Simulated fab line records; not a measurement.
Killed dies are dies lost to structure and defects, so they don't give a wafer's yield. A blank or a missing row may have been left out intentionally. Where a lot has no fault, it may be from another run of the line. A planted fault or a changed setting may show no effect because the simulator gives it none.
Split-lot study | flow n5Finfet | 21 wafers read from 7 lots, route of 1938 steps

ABOUT THE SPLIT
At N5_BEOL_M11_TRENCH_ETCH_37 (etches SiCOH lowk in C4F6/O2, target depth 148.83 nm, time 48 s), the setting sourceW was moved away from the recipe's 345 W on 3 of the 21 wafers read, by +5.8% to +11.9%. This setting was run at the recipe's value on the other wafers.

Reading taken at the split's own step.

THE READING
rfVppV, in V, at N5_BEOL_M11_TRENCH_ETCH_37 (etches SiCOH lowk in C4F6/O2, target depth 148.83 nm, time 48 s). On this fab line, fault-free wafers typically give 662 V with a standard deviation of 4.1 V.

wafer  | tool, chamber at the split | sourceW as run, W | against the recipe | rfVppV, V | against lot-mates on the recipe
L079.1 | rieDiel-06, 2              | 345               | recipe             | 667       | -
L079.2 | rieDiel-06, 3              | 345               | recipe             | 655       | -
L079.5 | rieDiel-06, 1              | 345               | recipe             | 662       | -
L081.1 | rieDiel-02, 1              | 345               | recipe             | 658       | -
L081.4 | rieDiel-02, 0              | 345               | recipe             | 658       | -
L081.5 | rieDiel-02, 0              | 345               | recipe             | 659       | -
L082.2 | rieDiel-02, 3              | 345               | recipe             | 665       | -
L082.4 | rieDiel-02, 0              | 365               | +5.8%              | 638       | -27
L082.5 | rieDiel-02, 1              | 365               | +5.8%              | 641       | -24
L086.1 | rieDiel-05, 2              | 345               | recipe             | 669       | -
L086.5 | rieDiel-05, 0              | 345               | recipe             | 667       | -
L086.6 | rieDiel-05, 1              | 345               | recipe             | 658       | -
L087.1 | rieDiel-02, 3              | 345               | recipe             | 667       | -
L087.2 | rieDiel-02, 1              | 345               | recipe             | 659       | -
L087.5 | rieDiel-02, 1              | 345               | recipe             | 658       | -
L090.1 | rieDiel-06, 3              | 345               | recipe             | 654       | -
L090.5 | rieDiel-06, 2              | 345               | recipe             | 669       | -
L090.6 | rieDiel-06, 3              | 345               | recipe             | 655       | -
L096.2 | rieDiel-02, 3              | 345               | recipe             | 667       | -
L096.5 | rieDiel-02, 0              | 345               | recipe             | 657       | -
L096.6 | rieDiel-02, 1              | 386               | +11.9%             | 621       | -41

FIT RESULTS
A straight line over all 21 wafers: rfVppV changes by -3.5 V for each +1% of sourceW; r = -0.91; the points scatter about the line by 5 V.
The same after taking each lot's own level away (the mean of its wafers on the recipe; 21 wafers): -3.73 V for each +1%; r = -0.93; scatter 4.7 V.
The reading moves by 44 V for the largest change in sourceW, on that fit.
The lots' own levels span 658.3 to 665.0 V, that is 1.6 times the standard deviation above.
So the lot-to-lot level changes the slope little: the two slopes agree.
Check: for one of the wafers moved furthest among these (+11.9%), held out of the fit, the line's prediction against its lot-mates is -52.3 V. It came out at -41 V against them.
Tool readings at the split's step, against how far the setting was moved: rfVppV r = -0.91.

OTHER SPLITS ON THESE WAFERS
Other splits were also applied to these wafers ahead of the reading. Each is held against what the fit with the lots' levels taken away leaves over:
other split on the same wafers  | wafers away from the commonest value | r with rfVppV (lot level and that fit taken away)
N5_BEOL_M5_COAT_05 spinRpm      | 7                                    | -0.02
N5_BEOL_M5_ETCH_72 biasW        | 6                                    | +0.16
N5_BEOL_M5_TRENCH_ETCH_37 biasW | 7                                    | -0.10
N5_BEOL_M5_ETCH_41 sourceW      | 6                                    | -0.15
N5_BEOL_M7_COAT_05 spinRpm      | 5                                    | -0.33
N5_BEOL_M8_COAT_59 spinRpm      | 6                                    | -0.09
N5_BEOL_M8_TRENCH_ETCH_37 biasW | 6                                    | -0.13
N5_BEOL_M9_ETCH_66 timeS        | 3                                    | +0.05
N5_BEOL_M10_COAT_22 spinRpm     | 6                                    | -0.13
N5_BEOL_M11_VIA_ETCH_34 sourceW | 9                                    | -0.08

FILE'S OWN FIT
rfVppV changes by -3.68 V for each +1% of sourceW, r = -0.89.
